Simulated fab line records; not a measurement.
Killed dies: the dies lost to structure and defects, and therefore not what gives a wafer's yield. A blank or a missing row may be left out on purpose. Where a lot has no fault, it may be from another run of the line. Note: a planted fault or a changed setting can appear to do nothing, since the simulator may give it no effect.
Struck lot and sound lot, side by side || flow n5 finfet || 38 out of 1938 route steps
Sound: the wafers L580.1, L580.5, L580.6. Struck: wafers L569.4, L569.5, L569.6. The cause is named last.
Order at every step that has rows: each side's tool, ch and its chambers, its first start. Under that, the readings that differ: sound wafers || struck wafers || difference of the means || sigmas: that difference in standard deviations of wafers without a fault.
alike: same words and numbers on both sides, and readings whose means sit less than 2 such deviations apart. not compared: any withheld reading, any reading some wafer has no value for, any bound like >300 that may hide the same value, and any number with overlapping values for which the record gives no deviation.
Wherever a step has rows on one side only, a row that says differs or no value, or a row with sigmas, the two part there. Numbers that don't overlap but have no deviation are shown without sigmas and don't part them. Lack of a reading on every wafer of one side parts them only where that side has two or more wafers.

first, 11 steps without rows for these wafers: N5_MOL_CONTACT_COAG_ETCH_106 (etches SOC in N2/H2, target depth 80 nm, overetch 16 nm, time 120 s); N5_MOL_CONTACT_COAG_STRIP_107 (strips in N2/H2); N5_MOL_CONTACT_COAG_STRIP_108 (strips in N2/H2); N5_MOL_CONTACT_COAG_CONTACT_ETCH_14 (etches SiO2 in C4F6/O2, target depth 27.5 nm, overetch 8.5 nm, time 20 s); N5_MOL_CONTACT_COAG_STRIP_109 (strips in C4F6/O2); N5_MOL_CONTACT_COAG_ETCH_15 (etches SiNx in CH3F/O2, stops on Si:P, target depth 7 nm); N5_MOL_CONTACT_COAG_ETCH_110 (etches Si in CF4/O2, target depth 2.5 nm, time 8 s); N5_MOL_CONTACT_COAG_STRIP_98 (strips in N2/H2); N5_MOL_CONTACT_COAG_IMPLANT_129; N5_MOL_CONTACT_COAG_PRECLEAN_111 (cleans in NF3:NH3, afs cycles 1, time 20 s, sublimation time 60 s); N5_MOL_CONTACT_COAG_TI_SIL_19 (material Ti, target thk 4.2 nm, time 15 s).
N5_MOL_CONTACT_COAG_ALD_20: deposits TiN, target thk 1.5 nm, pulse time 1 s, purge time 3 s.
  sound on ald metal-03 ch 0,1,3, day 9 19:25; struck on ald metal-03 ch 0,1,3, day 7 06:50
  alike: heater power w, precursor pulse height rel
then, 25 steps without rows for these wafers: N5_MOL_CONTACT_COAG_SIL_ANNEAL_21 (time 60 s); N5_MOL_CONTACT_COAG_PRE_CLEAN_141 (time 60 s); N5_MOL_CONTACT_COAG_SPUTTER_143 (material Co, target thk 2.5 nm); N5_MOL_CONTACT_COAG_CO_FILL_22 (material Co, precursor CCTBA/H2, target thk 20 nm); N5_MOL_CONTACT_COAG_ANNEAL_113 (time 300 s); N5_MOL_CONTACT_COAG_PRE_CLEAN_142 (time 60 s); N5_MOL_CONTACT_COAG_SPUTTER_130 (material Co, target thk 47.5 nm); N5_MOL_CONTACT_COAG_PRECLEAN_125 (cleans in DIW, time 57.5 s); N5_MOL_CONTACT_COAG_SRD_126 (dry time 32 s); N5_MOL_CONTACT_COAG_CMP_23 (polishes, stops on SiO2, t overpolish 1.5 s, target thk 0 nm); N5_MOL_CONTACT_COAG_WET_ETCH_26 (target Co, target depth 13 nm); N5_MOL_CONTACT_COAG_WET_ETCH_116 (etches the open film in SC1-inhibited, target depth 4.6 nm, rinse time 30 s); N5_MOL_CONTACT_COAG_ALD_27 (deposits SiOC, target thk 17 nm, pulse time 1.5 s, time 2720 s); N5_MOL_CONTACT_COAG_CMP_28 (polishes, stops on SiNx, t overpolish 0.85 s, target thk 14.522 nm); N5_MOL_CONTACT_COAG_ALD_123 (deposits SiNx, target thk 5 nm, pulse time 1 s, purge time 2 s); N5_MOL_CONTACT_COAG_PECVD_31 (deposits SiO2 from TEOS/O2, target thk 46 nm, time 8.9 s); N5_MOL_CONTACT_COAG_COAT_75 (time 60 s, resist thk 60 nm); N5_MOL_CONTACT_COAG_COAT_76 (time 60 s, resist thk 10 nm); N5_MOL_CONTACT_COAG_COAT_77 (time 60 s, resist thk 10 nm); N5_MOL_CONTACT_COAG_COAT_78 (resist thk 40 nm); N5_MOL_CONTACT_COAG_EBR_80; N5_MOL_CONTACT_COAG_SOFTBAKE_79 (time 60 s); N5_MOL_CONTACT_COAG_EXPOSE_81 (exposes mask VG, defocus 0 nm); N5_MOL_CONTACT_COAG_PEB_82 (peb time 60 s); N5_MOL_CONTACT_COAG_DEVELOP_83 (develop time 30 s).
-- here the record skips 8 days between the struck wafers' starts before and after, leaving off in module MOL_CONTACT_COAG and picking up in module PASSIVATION (first step shown: number 1936 of the route) --
N5_PASSIVATION_PROBE_49:
  the record has rows for the struck wafers here (prober-01, day 14 19:26) and none for the sound ones

== WHERE THEY PART ==
N5_PASSIVATION_PROBE_49 only, going by this record.

WHY: what had been put in by the simulator
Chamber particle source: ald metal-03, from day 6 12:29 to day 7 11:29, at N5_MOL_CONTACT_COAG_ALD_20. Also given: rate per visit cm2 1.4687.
